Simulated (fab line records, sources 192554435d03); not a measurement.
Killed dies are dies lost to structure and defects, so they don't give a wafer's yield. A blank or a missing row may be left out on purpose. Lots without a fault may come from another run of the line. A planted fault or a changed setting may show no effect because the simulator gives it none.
A struck lot beside a sound one | flow n5_finfet | 27 steps out of a route of 1938
Sound: wafers L387.1, L387.3, L387.5. Struck: wafer L394.2. (L394.1, L394.3 of the same lot were not struck and are left out.) The cause comes at the end.
At each step with rows: each side's tool, then ch and its chambers, then its first start. Under that, the readings that differ: sound wafers | struck wafers | difference of the means | sigmas: that difference in standard deviations of wafers without a fault.
alike: readings whose means differ by less than 2 such deviations, and words and numbers that are the same on both sides. not compared: withheld readings, readings that some wafer has no value for, bounds like >300 that may hide the same value, and numbers for which the record gives no deviation and whose values overlap.
The two part at a step that has a row with sigmas, a row that says differs or no value, or rows on one side only. Numbers that don't overlap but have no deviation are shown without sigmas and don't part them. A reading that every wafer of one side lacks parts them only if that side has two wafers or more.

N5_BEOL_M5_ANNEAL_51: time 90 s.
  sound on rtp_anneal-01 ch 0, day 9 03:20; struck on rtp_anneal-02 ch 0, day 11 22:26
  reading          | sound             | struck | difference | sigmas
  wafer_temp_C_max | 227.5 227.1 226.8 | 225.3  | -1.8       | -3
then, 1 step without rows for these wafers: N5_BEOL_M5_CMP_52 (polishes, stops on SiCOH lowk, t overpolish 6.9 s, target thk 62 nm).
N5_BEOL_M5_THK_MEAS_53: measures by xrf.
  sound on film_metro-01, day 9 03:56; struck on film_metro-02, day 11 23:02
  alike: M5_THK
then, 3 steps without rows for these wafers: N5_BEOL_M5_PRE_CLEAN_77 (time 15 s); N5_BEOL_M5_CO_CAP_78 (material Co, precursor CCTBA/H2, target thk 2 nm, time 102.1 s); N5_BEOL_M5_PRE_CLEAN_55 (time 15 s).
N5_BEOL_M5_DEP_56: deposits SiCN from 3MS/NH3, target thk 8 nm, time 14 s.
  sound on pecvd-04 ch 0,2, day 9 04:07; struck on pecvd-04 ch 2, day 11 23:18
  alike: chamber_pressure_Torr, showerhead_plenum_p_Torr, throttle_valve_pct
N5_BEOL_M5_RS_MEAS_57: measures by four-point-probe.
  sound on film_metro-02, day 9 04:11; struck on film_metro-01, day 11 23:22
  alike: M5_RS
N5_BEOL_M5_INSPECT_58: inspects for defects (darkfield).
  sound on defect_inspect-01, day 9 04:13; struck on defect_inspect-01, day 11 23:23
  reading          | sound      | struck | difference | sigmas
  raw_defect_count | 112 86 100 | 37     | -62        | -3
N5_BEOL_M6_ILD_DEP_00: deposits SiCOH lowk from DEMS/porogen, target thk 179.75 nm, time 33.4 s.
  sound on pecvd-03 ch 0,2, day 9 04:15; struck on pecvd-03 ch 0, day 11 23:26
  alike: chamber_pressure_Torr, heater_power_w, showerhead_plenum_p_Torr, throttle_valve_pct
N5_BEOL_M6_CURE_74: cures SiCOH lowk, time 240 s.
  sound on uv_cure-02 ch 1, day 9 04:21; struck on uv_cure-02 ch 2, day 11 23:29
  alike: lamp_power_pct, wafer_temp_C_max
N5_BEOL_M6_THK_MEAS_01:
  sound on film_metro-02, day 9 04:52; struck on film_metro-01, day 12 00:00
  alike: M6_ILD_THK
N5_BEOL_M6_PECVD_70: deposits SiO2 from TEOS/O2, target thk 20 nm, time 22.7 s.
  sound on pecvd-03 ch 1,2, day 9 04:54; struck on pecvd-03 ch 1, day 12 00:02
  reading            | sound       | struck | difference | sigmas
  heater_power_w (W) | 763 610 630 | 826    | +158       | +2
  alike: chamber_pressure_Torr, showerhead_plenum_p_Torr, throttle_valve_pct
N5_BEOL_M6_HM_DEP_02: deposits TiN, target thk 20 nm.
  sound on pvd_sputter-01, day 9 04:57; struck on pvd_sputter-02, day 12 00:58
  reading                | sound          | struck | difference | sigmas
  throttle_valve_pct (%) | 30.3 31.7 32.0 | 29.8   | -1.5       | -2
then, 8 steps without rows for these wafers: N5_BEOL_M6_COAT_59 (time 60 s, resist thk 100 nm); N5_BEOL_M6_COAT_60 (time 60 s, resist thk 35 nm); N5_BEOL_M6_COAT_05 (resist thk 90 nm); N5_BEOL_M6_EBR_07; N5_BEOL_M6_SOFTBAKE_06 (time 60 s); N5_BEOL_M6_EXPOSE_08 (exposes mask M6); N5_BEOL_M6_PEB_09 (peb time 60 s); N5_BEOL_M6_DEVELOP_10 (develop time 30 s).
N5_BEOL_M6_CD_MEAS_11: target cd 38.5 nm.
  sound on cd_sem-01 ch 0, day 9 05:20; struck on cd_sem-01 ch 0, day 12 01:28
  alike: cd_nm
N5_BEOL_M6_OVL_MEAS_12:
  sound on overlay-01 ch 0, day 9 05:22; struck on overlay-01 ch 0, day 12 01:30
  alike: M6_OVL
N5_BEOL_M6_INSPECT_13: inspects for defects (brightfield).
  sound on defect_inspect-01, day 9 05:23; struck on defect_inspect-01, day 12 01:31
  reading          | sound       | struck | difference | sigmas
  raw_defect_count | 578 362 410 | 1045   | +595       | +6
then, 1 step without rows for these wafers: N5_BEOL_M6_DESCUM_16 (chemistry O2, time 7.9 s).
-- the record jumps here: 4 days lie between the struck wafers' starts before and after (it left off in module BEOL_M6 and takes up again in module PASSIVATION, whose first step shown is number 1936 of the route) --
N5_PASSIVATION_PROBE_49:
  sound on prober-01, day 12 11:48; struck on prober-02, day 15 21:00
  reading                  | sound          | struck | difference | sigmas
  defect_limited_yield (%) | 92.5 92.3 90.9 | 80.3   | -11.6      | -8
  killed_at_M4_up          | 5 9 10         | 155    | +147       | +31
  killed_dies              | 89 91 107      | 232    | +136       | +8
  sort_bin_5_function (%)  | 3.7 4.7 5.4    | 12.5   | +7.9       | +8
  sort_n_pass              | 1091 1089 1073 | 948    | -136       | -6
  sort_yield_pct (%)       | 92.5 92.3 90.9 | 80.3   | -11.6      | -6
  alike: killed_at_M0_to_M3, killed_at_contacts, killed_at_front_end, killed_at_other, killed_open, killed_short, sort_bin_6_memory, sort_bin_8_speed

WHERE THEY PART
First at N5_BEOL_M5_ANNEAL_51; last, within this record, at N5_PASSIVATION_PROBE_49.

WHY: what the simulator had put in
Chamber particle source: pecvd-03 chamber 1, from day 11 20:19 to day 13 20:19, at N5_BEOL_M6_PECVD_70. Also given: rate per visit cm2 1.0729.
